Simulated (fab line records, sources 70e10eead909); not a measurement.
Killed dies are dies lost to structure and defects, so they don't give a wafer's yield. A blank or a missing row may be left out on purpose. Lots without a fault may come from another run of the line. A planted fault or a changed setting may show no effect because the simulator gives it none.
fab line records | flow nand_harc
record lots=5 wafers=15 last_day=24
route steps=1159 shown P_M2@348 P_BONDPAD@351 END@1159
lots that met no fault: from a run of the same line without faults
start_h: hours from the record's first day to the start of the lot's first wafer shown | wait_h: hours since the lot's step before | " the same as in the row above | L1.1+2: a row that stands for several wafers | - no value, or no start given | * or withheld: withheld | < > ~ a bound
route shown NAME@n: a module of which the file shows steps, and the number in the route of the first | usual: mean/standard deviation of fault-free wafers | same: alike in all rows | chamber/n: place in a boat | sites: the reading at each site | _std_site: their standard deviation | _edge_site: outer sites' mean less inner sites' | radius_mm: how far each site lies from the wafer's centre | mask NAME#n: copy n | behind: the tool/chamber that last shaped the wafer | hold: why the lot was held/for how many hours/how that ended | device: the transistor (n, p or np) that didn't switch | end of line: the same wafers' tests at the end of the route | a step without rows: its recipe alone | killed: dies lost to structure and defects at the first sort, not the wafer's yield | map: a wafer's dies, x killed, . not, _ none there
set.NAME: the setting as run; set.NAME@STEP: as run at that earlier step | model.NAME: the simulator's own value behind a step, which no gauge read
lots at some steps of the route; a table a step, a row a wafer
services: from which hour (start_h, from the record's first day; less than 0 if before it) a tool's chamber was out of use, for how many hours, and why
## steps
# step NHARC_P_M2_INSPECT_27
# usual raw_defect_count=344/150
# columns lot.wafer tool chamber start_h wait_h raw_defect_count
L133.3 defect_inspect-01 - 127.88 0.0 327
L133.4 " - " " 239
L133.5 " - " " 468
L141.2 defect_inspect-02 - 173.88 0.0 289
L141.4 " - " " 254
L141.6 " - " " 243
L152.4 defect_inspect-02 - 236.81 0.0 447
L152.5 " - " " 452
L152.6 " - " " 433
L153.1 defect_inspect-01 - 247.46 0.0 261
L153.2 " - " " 405
L153.5 " - " " 339
L155.2 defect_inspect-01 - 262.13 0.0 203
L155.3 " - " " 538
L155.5 " - " " 382
# step NHARC_P_M2_PRE_CLEAN_32
# recipe time_s=12 temp_c=370 rf_power_w=300 gas=NH3
# usual heater_power_w=614/63
# columns lot.wafer tool chamber start_h wait_h heater_power_w
L133.3 pecvd-03 0 127.99 0.1 504
L133.4 " 2 " " 677
L133.5 " 2 " " 692
L141.2 pecvd-02 1 173.98 0.1 599
L141.4 " 0 " " 703
L141.6 " 1 " " 606
L152.4 pecvd-02 1 236.92 0.1 628
L152.6 " 2 " " 654
L152.5 " 0 " " 738
L153.2 pecvd-02 2 247.53 0.1 658
L153.1 " 0 " " 711
L153.5 " 0 " " 729
L155.3 pecvd-03 1 262.21 0.1 644
L155.2 " 2 " " 611
L155.5 " 1 " " 656
# step NHARC_P_M2_DEP_33
# recipe target_thk_a=300 temp_c=370 target_thk_nm=30 pressure_torr=3 flow_sccm=200 rf_w=450 material=SiCN
# usual heater_power_w=550/65
# columns lot.wafer tool chamber start_h wait_h heater_power_w
L133.3 pecvd-03 0 128.20 0.2 446
L133.4 " 2 " " 630
L133.5 " 2 " " 624
L141.2 pecvd-02 1 174.12 0.1 495
L141.4 " 0 " " 657
L141.6 " 1 " " 508
L152.4 pecvd-02 1 237.08 0.2 547
L152.6 " 2 " " 576
L152.5 " 0 " " 724
L153.2 pecvd-02 2 247.61 0.1 524
L153.1 " 0 " " 600
L153.5 " 0 " " 596
L155.3 pecvd-03 1 262.32 0.1 528
L155.2 " 2 " " 561
L155.5 " 1 " " 558
# step NHARC_P_BONDPAD_DEP_00
# recipe target_thk_a=2500 temp_c=370 target_thk_nm=250 pressure_torr=3 flow_sccm=200 rf_w=450 material=SiCN
# usual heater_power_w=552/62
# columns lot.wafer tool chamber start_h wait_h heater_power_w
L133.3 pecvd-02 0 128.66 0.4 619
L133.5 " 2 " " 620
L133.4 " 0 " " 640
L141.2 pecvd-01 1 174.49 - 625
L141.4 " 0 " " 561
L141.6 " 2 " " 501
L152.5 pecvd-03 2 237.50 - 586
L152.6 " 0 " " 464
L152.4 " 1 " " 517
L153.2 pecvd-03 2 248.10 - 647
L153.1 " 0 " " 420
L153.5 " 2 " " 522
L155.2 pecvd-01 1 262.69 - 645
L155.3 " 2 " " 455
L155.5 " 0 " " 520
# step NHARC_P_BONDPAD_CMP_32
# recipe target_thk_nm=200 material=SiCN
# usual motor_current_A=11.7/1.2
# columns lot.wafer tool chamber start_h wait_h motor_current_A
L133.4 cmp-03 0 129.02 - 14.2
L133.3 " 3 " " 10.1
L133.5 " 1 " " 12.2
L141.2 cmp-04 3 174.86 - 12.4
L141.4 " 2 " " 11.6
L141.6 " 0 " " 11.0
L152.4 cmp-04 2 237.88 - 11.1
L152.6 " 3 " " 12.5
L152.5 " 0 " " 11.3
L153.1 cmp-04 3 248.49 - 11.8
L153.2 " 1 " " 12.5
L153.5 " 2 " " 11.5
L155.2 cmp-04 3 263.13 - 12.2
L155.3 " 1 " " 12.4
L155.5 " 2 " " 11.4
# step NHARC_P_BONDPAD_THK_MEAS_33
# recipe thk_meas_gauge=ellipsometry
# usual thk_nm=199.9/1.5
# columns lot.wafer tool chamber start_h wait_h thk_nm
L133.3 film_metro-02 - 129.28 0.2 198.8
L133.4 " - " " 198.6
L133.5 " - " " 198.9
L141.2 film_metro-02 - 175.11 0.2 199.6
L141.4 " - " " 200.5
L141.6 " - " " 201.1
L152.4 film_metro-01 - 238.05 0.2 201.0
L152.5 " - " " 199.7
L152.6 " - " " 197.8
L153.1 film_metro-01 - 248.71 0.2 199.1
L153.2 " - " " 201.0
L153.5 " - " " 204.1
L155.2 film_metro-01 - 263.36 0.2 199.0
L155.3 " - " " 198.8
L155.5 " - " " 199.9
# step NHARC_P_BONDPAD_SRD_34
# step NHARC_P_BONDPAD_DEHYDRATE_01
# recipe temp_c=150 time_s=120
# step NHARC_P_BONDPAD_HMDS_02
# recipe time_s=30
# step NHARC_P_BONDPAD_COAT_36
# recipe temp_c=200 time_s=65
# step NHARC_P_BONDPAD_COAT_03
# recipe spin_rpm=2000 resist_thk_nm=600
# step NHARC_P_BONDPAD_SOFTBAKE_04
# recipe temp_c=125 time_s=70
# usual heater_power_total_W=200.8/1.3
# columns lot.wafer tool chamber start_h wait_h heater_power_total_W
L133.3 litho_track-05 0 129 - 200.6
L133.4 " 0 " " 199.7
L133.5 " 0 " " 201.4
L141.2 litho_track-05 0 175 - 236.0
L141.4 " 0 " " 200.7
L141.6 " 0 " " 235.6
L152.4 litho_track-02 0 238 - 201.3
L152.5 " 0 " " 199.7
L152.6 " 0 " " 201.0
L153.1 litho_track-03 0 248 - 198.9
L153.2 " 0 " " 199.8
L153.5 " 0 " " 202.6
L155.2 litho_track-03 0 263 - 199.4
L155.3 " 0 " " 199.2
L155.5 " 0 " " 202.6
# step NHARC_P_BONDPAD_EBR_05
# step NHARC_END_SORT_01
# recipe temp_c=25
# usual defect_limited_yield=95.1/1.3 killed_at_array=29/8.4 killed_at_other=0.7/1.2 killed_at_periphery=3.8/2.1 killed_dies=33/9 killed_open=3.4/2 killed_short=2.1/1.4 sort_bin_2_pct=1.5/0.56 sort_bin_3_pct=0.26/0.2 sort_bin_4_pct=3.1/0.91 sort_n_pass=644/9 sort_rim_yield_pct=96.2/2.2 sort_yield_pct=95.1/1.3
# same gross_dies=677 sort_bin_5_pct[%]=0 sort_bin_6_pct[%]=0 sort_bin_7_pct[%]=0 sort_bin_8_pct[%]=0 sort_rim_n_gross=106.00
# columns lot.wafer tool chamber start_h wait_h defect_limited_yield[%] killed_at_array killed_at_other killed_at_periphery killed_dies killed_open killed_short sort_bin_2_pct[%] sort_bin_3_pct[%] sort_bin_4_pct[%] sort_n_pass sort_rim_yield_pct[%] sort_yield_pct[%]
L141.2 prober-01 0 511.89 2.8 96.6 22 0 1 23 3 2 1.3 0.15 1.9 654 99.1 96.6
L141.4 prober-01 0 513.50 3.4 96.9 21 0 0 21 4 1 0.4 0.15 2.5 656 96.2 96.9
L141.6 prober-01 0 515.12 4.0 96.0 24 0 3 27 2 4 1.6 0 2.4 650 97.2 96.0
L153.1 prober-02 0 557.74 2.5 94.4 31 0 7 38 1 4 2.8 0 2.8 639 90.6 94.4
L153.2 prober-02 0 558.53 2.8 93.1 40 0 7 47 7 5 1.9 0.30 4.7 630 94.3 93.1
L153.5 prober-02 0 560.89 3.6 94.1 34 1 5 40 3 2 1.9 0.59 3.4 637 94.3 94.1
# killed by level:class
L141.2 A_SLIT:chamber_film_flake=9 A_CHANNEL_HOLE_D1:chamber_film_flake=6 A_WL_FILL:geometric_particle:short=2 A_SOURCE_PLATE:geometric_particle:open=1 A_ONON_D1:geometric_particle:open=1 A_M0:geometric_particle:open=1 P_STI:chamber_film_flake=1 A_STAIRCASE:chamber_film_flake=1
L141.4 A_SLIT:chamber_film_flake=14 A_M0:geometric_particle:open=2 A_CHANNEL_HOLE_D1:chamber_film_flake=2 A_ONON_D1:geometric_particle:short=1 A_CONTACT:geometric_particle:open=1 A_BLC:geometric_particle:open=1
L141.6 A_SLIT:chamber_film_flake=12 A_CHANNEL_HOLE_D1:chamber_film_flake=7 A_WL_FILL:geometric_particle:short=3 P_CONTACT:geometric_particle:open=2 A_STAIRCASE:chamber_film_flake=2 P_STI:geometric_particle:short=1
L153.1 A_CHANNEL_HOLE_D1:chamber_film_flake=23 P_GATE:chamber_film_flake=4 A_STAIRCASE:chamber_film_flake=4 P_M0:geometric_particle:short=2 P_CONTACT:geometric_particle:open=1 A_CHANNEL_FILL_D1:geometric_particle:short=1 A_STAIRCASE:geometric_particle:short=1 A_ZERO_WELL:chamber_film_flake=1
L153.2 A_CHANNEL_HOLE_D1:chamber_film_flake=27 P_GATE:chamber_film_flake=3 P_M0:geometric_particle:open=2 A_CHANNEL_FILL_D1:geometric_particle:open=2 A_CHANNEL_FILL_D1:geometric_particle:short=2 A_ZERO_WELL:chamber_film_flake=2 A_STAIRCASE:chamber_film_flake=2 P_CONTACT:geometric_particle:open=1
L153.5 A_CHANNEL_HOLE_D1:chamber_film_flake=16 A_CONTACT:chamber_film_flake=10 P_GATE:chamber_film_flake=3 A_STAIRCASE:chamber_film_flake=2 P_M0:geometric_particle:open=1 A_CHANNEL_FILL_D1:geometric_particle:short=1 A_CONTACT:geometric_particle:open=1 A_M0:geometric_particle:open=1
## services
# columns tool chamber start_h hours kind
cmp-04 - 105.09 4.0 pm
cmp-04 - 109.09 - consumable_replace:conditioner
cmp-04 - 109.51 63.9 repair
pecvd-03 0 110.28 12.4 repair
pecvd-03 - 111.22 13.0 pm
pecvd-03 1 111.22 18.6 vent_cycle
pecvd-03 2 111.22 13.0 vent_cycle
pecvd-03 0 124.22 - clean
pecvd-03 2 124.22 - clean
pecvd-02 - 153.43 13.0 pm
pecvd-02 0 153.43 13.0 vent_cycle
pecvd-02 1 153.43 13.0 vent_cycle
pecvd-02 2 153.43 13.0 vent_cycle
cmp-03 - 156.26 4.0 pm
litho_track-02 - 165.00 7.0 pm
pecvd-02 0 166.43 - clean
pecvd-02 1 166.43 - clean
pecvd-02 2 166.43 - clean
cmp-04 - 179.18 2.1 repair
cmp-04 - 203.09 4.0 pm
litho_track-03 - 213.00 7.0 pm
litho_track-05 - 237.00 7.0 pm
pecvd-01 - 237.19 13.0 pm
cmp-03 - 254.26 4.0 pm
## key
first_sign step=NHARC_P_BONDPAD_SOFTBAKE_04 reading=heater_power_total_W direction=up sigmas=27 usual=* struck=*
effect none on later readings
met_at NHARC_P_BONDPAD_SOFTBAKE_04
struck_wafers L141.2,L141.6
onset_between 129 175
fault kind=process_parameter_drift tool=litho_track-05 chamber=- onset_h=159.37 steps=NHARC_P_BONDPAD_SOFTBAKE_04 channel=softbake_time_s offset=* shape=step end_h=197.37 scope=struck_wafers_only acts_in=* stated=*
